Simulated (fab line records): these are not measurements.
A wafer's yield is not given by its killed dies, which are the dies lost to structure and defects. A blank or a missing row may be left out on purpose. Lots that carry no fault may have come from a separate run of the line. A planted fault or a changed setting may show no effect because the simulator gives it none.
The tool behind it: which one? | flow n5 finfet | 24 lots with 72 wafers sampled at 6 steps, on a route of 1938 steps

WHAT THE GAUGES SHOWED, per wafer
N5_BEOL_M11_CD_MEAS_11: target cd 64.1 nm.
lot  | measured     | on        | cd nm (nm)
L075 | day 10 16:39 | cd sem-01 | 63.6 63.7 63.9
L074 | day 10 18:25 | cd sem-01 | 64.0 63.9 64.3
L077 | day 10 22:54 | cd sem-01 | 64.5 63.4 64.0
L078 | day 11 02:08 | cd sem-03 | 63.8 63.3 63.3
L079 | day 11 07:47 | cd sem-03 | 64.0 64.5 63.9
L076 | day 11 13:32 | cd sem-03 | 64.4 64.3 63.4
L081 | day 11 16:28 | cd sem-01 | 63.5 63.9 63.5
L080 | day 11 17:53 | cd sem-03 | 62.9 64.1 63.1
L082 | day 12 06:11 | cd sem-02 | 63.5 64.7 63.6
L083 | day 12 12:10 | cd sem-02 | 64.9 64.0 64.0
L084 | day 12 19:41 | cd sem-01 | 63.7 63.0 64.0
L085 | day 13 06:16 | cd sem-01 | 63.6 63.6 64.8
L087 | day 13 06:26 | cd sem-03 | 63.0 63.0 63.5
L088 | day 13 14:43 | cd sem-03 | 63.2 63.1 63.1
L086 | day 13 17:53 | cd sem-01 | 64.3 63.3 62.6
L089 | day 14 01:46 | cd sem-01 | 63.5 64.4 64.0
L091 | day 14 10:43 | cd sem-02 | 63.9 64.2 63.1
L090 | day 14 10:20 | cd sem-03 | 63.8 63.8 63.4
L093 | day 14 19:26 | cd sem-02 | 63.3 63.2 63.8
L092 | day 15 02:00 | cd sem-02 | 63.7 62.7 64.1
L094 | day 15 11:05 | cd sem-03 | 63.8 63.9 62.9
L095 | day 15 09:40 | cd sem-01 | 65.2 64.3 64.7
L096 | day 15 16:30 | cd sem-03 | 63.9 64.1 63.9
L097 | day 16 01:27 | cd sem-02 | 65.0 63.8 64.1

N5_BEOL_M11_OCD_MEAS_38.
lot  | measured     | on     | trench depth nm (nm)
L075 | day 10 18:29 | ocd-02 | 147.7 143.7 145.4
L074 | day 10 20:30 | ocd-01 | 147.8 146.4 146.7
L077 | day 11 01:34 | ocd-01 | 149.4 145.6 144.2
L078 | day 11 06:28 | ocd-02 | 142.6 145.4 146.1
L079 | day 11 09:52 | ocd-01 | 147.7 149.4 152.4
L076 | day 11 15:46 | ocd-02 | 151.3 148.8 145.4
L081 | day 11 18:00 | ocd-02 | 148.5 144.9 145.9
L080 | day 11 20:02 | ocd-02 | 149.0 143.7 150.1
L082 | day 12 07:50 | ocd-01 | 149.3 145.2 152.1
L083 | day 12 14:10 | ocd-02 | 147.0 147.8 145.2
L084 | day 12 22:25 | ocd-01 | 147.7 148.1 146.3
L085 | day 13 09:14 | ocd-01 | 150.6 150.0 150.6
L087 | day 13 09:04 | ocd-02 | 147.0 145.1 147.9
L088 | day 13 16:58 | ocd-01 | 149.7 148.7 147.9
L086 | day 13 22:09 | ocd-01 | 151.2 147.5 149.4
L089 | day 14 04:14 | ocd-01 | 149.8 149.6 148.5
L091 | day 14 13:50 | ocd-02 | 148.9 148.5 149.0
L090 | day 14 13:25 | ocd-01 | 147.1 145.7 147.5
L093 | day 14 22:28 | ocd-01 | 148.0 145.7 147.0
L092 | day 15 04:17 | ocd-02 | 151.6 148.8 149.4
L094 | day 15 12:34 | ocd-02 | 146.0 147.9 145.8
L095 | day 15 11:19 | ocd-02 | 146.6 147.7 150.5
L096 | day 15 19:06 | ocd-01 | 141.2 146.3 146.3
L097 | day 16 03:37 | ocd-01 | 144.5 144.9 150.4

WHAT TOOL EACH LOT RAN ON (gives the tool, then ch and the chambers of the sampled wafers, and finally the start)
lot  | N5_BEOL_M10_CURE_71           | N5_BEOL_M10_ETCH_41                           | N5_BEOL_M10_ANNEAL_51            | N5_BEOL_M11_TRENCH_ETCH_37
L075 | uv cure-03 ch 2, day 10 05:39 | rie diel-05 ch 0,2,3, day 10 13:58 or earlier | rtp anneal-02 ch 0, day 10 13:58 | rie diel-06 ch 0,1,3, day 10 18:29 or earlier
L074 | uv cure-02 ch 2, day 10 06:56 | rie diel-05 ch 0,1,3, day 10 15:10 or earlier | rtp anneal-01 ch 0, day 10 15:10 | rie diel-06 ch 1,3, day 10 20:30 or earlier
L077 | uv cure-03 ch 2, day 10 14:47 | rie diel-01 ch 1,2, day 10 20:08 or earlier   | rtp anneal-01 ch 0, day 10 20:08 | rie diel-06 ch 0,1,2, day 11 01:34 or earlier
L078 | uv cure-02 ch 2, day 10 15:42 | rie diel-01 ch 1,2, day 10 22:34 or earlier   | rtp anneal-01 ch 0, day 10 22:34 | rie diel-06 ch 0,2,3, day 11 06:28 or earlier
L079 | uv cure-03 ch 2, day 10 19:09 | rie diel-05 ch 0,3, day 11 05:13 or earlier   | rtp anneal-02 ch 0, day 11 05:13 | rie diel-02 ch 0,1,2, day 11 09:52 or earlier
L076 | uv cure-03 ch 0, day 11 00:20 | rie diel-01 ch 0,1,3, day 11 10:34 or earlier | rtp anneal-01 ch 0, day 11 10:34 | rie diel-02 ch 0,1,2, day 11 15:46 or earlier
L081 | uv cure-02 ch 0, day 11 03:58 | rie diel-01 ch 1,3, day 11 13:31 or earlier   | rtp anneal-02 ch 0, day 11 13:31 | rie diel-06 ch 0,1,2, day 11 18:00 or earlier
L080 | uv cure-02 ch 0, day 11 08:43 | rie diel-03 ch 1,2,3, day 11 15:25 or earlier | rtp anneal-01 ch 0, day 11 15:25 | rie diel-02 ch 0,2, day 11 20:02 or earlier
L082 | uv cure-01 ch 0, day 11 18:05 | rie diel-03 ch 0,1,2, day 12 03:13 or earlier | rtp anneal-01 ch 0, day 12 03:13 | rie diel-02 ch 0,1,2, day 12 07:50 or earlier
L083 | uv cure-03 ch 2, day 11 23:06 | rie diel-05 ch 0,1,3, day 12 06:59 or earlier | rtp anneal-01 ch 0, day 12 06:59 | rie diel-06 ch 2,3, day 12 14:10 or earlier
L084 | uv cure-03 ch 2, day 12 08:29 | rie diel-05 ch 1,2, day 12 17:08 or earlier   | rtp anneal-02 ch 0, day 12 17:08 | rie diel-04 ch 1,2,3, day 12 22:25 or earlier
L085 | uv cure-01 ch 0, day 12 18:48 | rie diel-05 ch 0,1,2, day 13 00:52 or earlier | rtp anneal-01 ch 0, day 13 00:52 | rie diel-02 ch 0,3, day 13 09:14 or earlier
L087 | uv cure-01 ch 0, day 12 20:07 | rie diel-05 ch 1,2, day 13 02:14 or earlier   | rtp anneal-01 ch 0, day 13 02:14 | rie diel-06 ch 2,3, day 13 09:04 or earlier
L088 | uv cure-02 ch 0, day 13 03:32 | rie diel-03 ch 1,2,3, day 13 10:29 or earlier | rtp anneal-01 ch 0, day 13 10:29 | rie diel-04 ch 0,2, day 13 16:58 or earlier
L086 | uv cure-02 ch 1, day 13 08:02 | rie diel-05 ch 0,2,3, day 13 14:38 or earlier | rtp anneal-02 ch 0, day 13 14:38 | rie diel-02 ch 0,1,2, day 13 22:09 or earlier
L089 | uv cure-01 ch 0, day 13 12:25 | rie diel-03 ch 0,2,3, day 13 22:56 or earlier | rtp anneal-01 ch 0, day 13 22:56 | rie diel-04 ch 0,3, day 14 04:14 or earlier
L091 | uv cure-03 ch 1, day 13 23:17 | rie diel-01 ch 2,3, day 14 06:37 or earlier   | rtp anneal-01 ch 0, day 14 06:37 | rie diel-04 ch 0,2, day 14 13:50 or earlier
L090 | uv cure-02 ch 0, day 14 00:30 | rie diel-03 ch 0,1, day 14 06:01 or earlier   | rtp anneal-02 ch 0, day 14 06:01 | rie diel-06 ch 0,1,2, day 14 13:25 or earlier
L093 | uv cure-03 ch 1, day 14 09:05 | rie diel-03 ch 0,1,3, day 14 15:41 or earlier | rtp anneal-01 ch 0, day 14 15:41 | rie diel-06 ch 0,1,2, day 14 22:28 or earlier
L092 | uv cure-01 ch 1, day 14 16:04 | rie diel-05 ch 0,3, day 15 00:01 or earlier   | rtp anneal-01 ch 0, day 15 00:01 | rie diel-04 ch 0,2,3, day 15 04:17 or earlier
L094 | uv cure-03 ch 1, day 15 00:37 | rie diel-05 ch 0,2, day 15 08:52 or earlier   | rtp anneal-01 ch 0, day 15 08:52 | rie diel-06 ch 0,3, day 15 12:34 or earlier
L095 | uv cure-02 ch 1, day 15 01:14 | rie diel-05 ch 0,2, day 15 06:14 or earlier   | rtp anneal-02 ch 0, day 15 06:14 | rie diel-06 ch 1,2,3, day 15 11:19 or earlier
L096 | uv cure-03 ch 0, day 15 05:16 | rie diel-03 ch 0,2, day 15 13:55 or earlier   | rtp anneal-01 ch 0, day 15 13:55 | rie diel-06 ch 0,2,3, day 15 19:06 or earlier
L097 | uv cure-02 ch 0, day 15 12:02 | rie diel-05 ch 0,2, day 15 19:12 or earlier   | rtp anneal-01 ch 0, day 15 19:12 | rie diel-04 ch 1,3, day 16 03:37 or earlier
- N5_BEOL_M10_CURE_71: cures SiCOH lowk, time 240 s.
- N5_BEOL_M10_ETCH_41: etches SiCN in CH3F/O2, target depth 42.6 nm, time 86 s.
- N5_BEOL_M10_ANNEAL_51: time 90 s.
- N5_BEOL_M11_TRENCH_ETCH_37: etches SiCOH lowk in C4F6/O2, target depth 148.83 nm, time 48 s.

WHAT THE TOOLS THEMSELVES READ (means of the sampled wafers that have a number; where no wafer has one, the mark that the record gives instead)
N5_BEOL_M10_CURE_71.
lot  | tool       | lamp power pct (%) | wafer_temp_C_max
L075 | uv cure-03 | 52.27              | 386.8
L074 | uv cure-02 | 52.35              | 388.0
L077 | uv cure-03 | 52.34              | 387.4
L078 | uv cure-02 | 52.38              | 387.4
L079 | uv cure-03 | 52.32              | 387.1
L076 | uv cure-03 | 52.26              | 386.2
L081 | uv cure-02 | 52.36              | 387.7
L080 | uv cure-02 | 52.31              | 387.0
L082 | uv cure-01 | 52.34              | 386.7
L083 | uv cure-03 | 52.34              | 387.4
L084 | uv cure-03 | 52.33              | 386.8
L085 | uv cure-01 | 52.32              | 387.2
L087 | uv cure-01 | 52.29              | 387.0
L088 | uv cure-02 | 52.27              | 387.2
L086 | uv cure-02 | 52.30              | 386.5
L089 | uv cure-01 | 52.30              | 386.6
L091 | uv cure-03 | 52.32              | 387.4
L090 | uv cure-02 | 52.29              | 387.3
L093 | uv cure-03 | 52.28              | 387.1
L092 | uv cure-01 | 52.30              | 386.4
L094 | uv cure-03 | 52.33              | 386.8
L095 | uv cure-02 | 52.31              | 386.8
L096 | uv cure-03 | 52.32              | 385.8
L097 | uv cure-02 | 52.36              | 386.9

N5_BEOL_M10_ETCH_41.
lot  | tool        | drypump motor current A (A) | oes product au (a.u.) | rf vpp V (V) | showerhead plenum p Torr (Torr) | throttle valve pct (%)
L075 | rie diel-05 | 5.7                         | 0.72                  | 298.2        | 2.04                            | 16.3
L074 | rie diel-05 | 5.5                         | 0.74                  | 297.5        | 2.03                            | 16.4
L077 | rie diel-01 | 5.7                         | 0.82                  | 298.5        | 2.00                            | 16.2
L078 | rie diel-01 | 5.7                         | 0.76                  | 297.1        | 1.98                            | 16.5
L079 | rie diel-05 | 5.6                         | 0.77                  | 299.9        | 2.06                            | 16.1
L076 | rie diel-01 | 5.3                         | 0.84                  | 297.2        | 1.97                            | 16.1
L081 | rie diel-01 | 5.3                         | 0.83                  | 296.7        | 1.97                            | 16.2
L080 | rie diel-03 | 6.1                         | 0.83                  | 296.8        | 1.99                            | 16.2
L082 | rie diel-03 | 6.1                         | 0.89                  | 298.0        | 2.00                            | 16.0
L083 | rie diel-05 | 5.6                         | 0.73                  | 297.7        | 2.02                            | 16.5
L084 | rie diel-05 | 6.0                         | 0.88                  | 297.2        | 2.02                            | 16.4
L085 | rie diel-05 | 5.7                         | 0.80                  | 298.4        | 2.03                            | 16.3
L087 | rie diel-05 | 6.0                         | 0.86                  | 297.8        | 2.02                            | 16.4
L088 | rie diel-03 | 6.1                         | 0.82                  | 296.9        | 1.98                            | 16.3
L086 | rie diel-05 | 5.8                         | 0.80                  | 297.4        | 2.04                            | 16.2
L089 | rie diel-03 | 5.7                         | 0.84                  | 298.1        | 2.04                            | 16.2
L091 | rie diel-01 | 5.6                         | 0.89                  | 296.2        | 1.95                            | 16.3
L090 | rie diel-03 | 6.3                         | 0.87                  | 297.8        | 1.99                            | 16.1
L093 | rie diel-03 | 5.9                         | 0.85                  | 299.0        | 2.04                            | 16.1
L092 | rie diel-05 | 5.6                         | 0.70                  | 296.7        | 2.01                            | 16.4
L094 | rie diel-05 | 5.9                         | 0.83                  | 298.1        | 2.04                            | 16.1
L095 | rie diel-05 | 5.9                         | 0.84                  | 298.2        | 2.04                            | 16.1
L096 | rie diel-03 | 5.6                         | 0.86                  | 297.8        | 2.06                            | 16.0
L097 | rie diel-05 | 5.9                         | 0.83                  | 298.6        | 2.04                            | 16.1

N5_BEOL_M10_ANNEAL_51.
lot  | tool          | wafer_temp_C_max
L075 | rtp anneal-02 | 226.16
L074 | rtp anneal-01 | 225.61
L077 | rtp anneal-01 | 225.72
L078 | rtp anneal-01 | 225.35
L079 | rtp anneal-02 | 225.74
L076 | rtp anneal-01 | 225.43
L081 | rtp anneal-02 | 226.28
L080 | rtp anneal-01 | 225.71
L082 | rtp anneal-01 | 225.35
L083 | rtp anneal-01 | 225.46
L084 | rtp anneal-02 | 226.04
L085 | rtp anneal-01 | 225.61
L087 | rtp anneal-01 | 225.60
L088 | rtp anneal-01 | 225.50
L086 | rtp anneal-02 | 225.83
L089 | rtp anneal-01 | 225.49
L091 | rtp anneal-01 | 225.90
L090 | rtp anneal-02 | 225.95
L093 | rtp anneal-01 | 225.46
L092 | rtp anneal-01 | 225.55
L094 | rtp anneal-01 | 225.54
L095 | rtp anneal-02 | 225.94
L096 | rtp anneal-01 | 225.69
L097 | rtp anneal-01 | 225.67

N5_BEOL_M11_TRENCH_ETCH_37.
lot  | tool        | drypump motor current A (A) | oes_o_777_au (a.u.) | oes product au (a.u.) | rf vpp V (V) | showerhead plenum p Torr (Torr) | throttle valve pct (%)
L075 | rie diel-06 | 5.8                         | 0.78                | 0.76                  | 663          | 2.80                            | 20.79
L074 | rie diel-06 | 5.8                         | 0.79                | 0.77                  | 669          | 2.87                            | 20.71
L077 | rie diel-06 | 5.9                         | 0.80                | 0.78                  | 662          | 2.82                            | 20.76
L078 | rie diel-06 | 5.7                         | 0.76                | 0.74                  | 670          | 2.87                            | 20.82
L079 | rie diel-02 | 5.8                         | 0.81                | 0.79                  | 658          | 2.90                            | 21.07
L076 | rie diel-02 | 5.7                         | 0.80                | 0.79                  | 657          | 2.90                            | 21.06
L081 | rie diel-06 | 5.9                         | 0.79                | 0.78                  | 662          | 2.81                            | 20.78
L080 | rie diel-02 | 5.6                         | 0.77                | 0.74                  | 664          | 2.90                            | 21.30
L082 | rie diel-02 | 5.7                         | 0.80                | 0.78                  | 658          | 2.90                            | 21.08
L083 | rie diel-06 | 5.7                         | 0.77                | 0.76                  | 675          | 2.94                            | 20.75
L084 | rie diel-04 | 5.6                         | 0.78                | 0.77                  | 660          | 2.81                            | 21.03
L085 | rie diel-02 | 5.3                         | 0.77                | 0.75                  | 665          | 2.98                            | 21.10
L087 | rie diel-06 | 5.7                         | 0.77                | 0.75                  | 675          | 2.93                            | 20.77
L088 | rie diel-04 | 5.5                         | 0.83                | 0.81                  | 661          | 2.74                            | 20.87
L086 | rie diel-02 | 5.7                         | 0.78                | 0.78                  | 659          | 2.89                            | 21.10
L089 | rie diel-04 | 5.8                         | 0.84                | 0.85                  | 664          | 2.80                            | 20.71
L091 | rie diel-04 | 5.5                         | 0.82                | 0.80                  | 661          | 2.74                            | 20.90
L090 | rie diel-06 | 5.9                         | 0.78                | 0.76                  | 660          | 2.81                            | 20.81
L093 | rie diel-06 | 5.9                         | 0.77                | 0.76                  | 661          | 2.80                            | 20.82
L092 | rie diel-04 | 5.6                         | 0.83                | 0.81                  | 659          | 2.78                            | 20.88
L094 | rie diel-06 | 5.6                         | 0.72                | 0.71                  | 672          | 2.83                            | 20.89
L095 | rie diel-06 | 5.9                         | 0.78                | 0.77                  | 666          | 2.88                            | 20.74
L096 | rie diel-06 | 5.7                         | 0.74                | 0.72                  | 669          | 2.85                            | 20.87
L097 | rie diel-04 | 5.7                         | 0.88                | 0.90                  | 666          | 2.83                            | 20.82

THE ANSWER, worked out from the rows above alone
Rule: what is usual is taken from the lots themselves. The widest of any qualifying gaps counts: lots, ordered by their means at a reading, are off when they make up no more than a third of the lots, leave a main group of 4 or more, and stand apart from it by 3 or more times the standard deviation of that group's means. Not used: any main group whose means are identical at the precision the tables above print for the reading. A lot without any number at a reading at which 4 lots or more have one is off too. All remaining lots with rows at the step are treated as sound. First the gauges in route order, then the tools' own readings, where a lot's mean is used as printed above. The first step at which some lot is off is used, and at that step the reading that is off furthest; a lot without a number counts as furthest.
No lot is off at any reading shown: from this, nothing can be told.

WHAT THE SIMULATOR PUT IN
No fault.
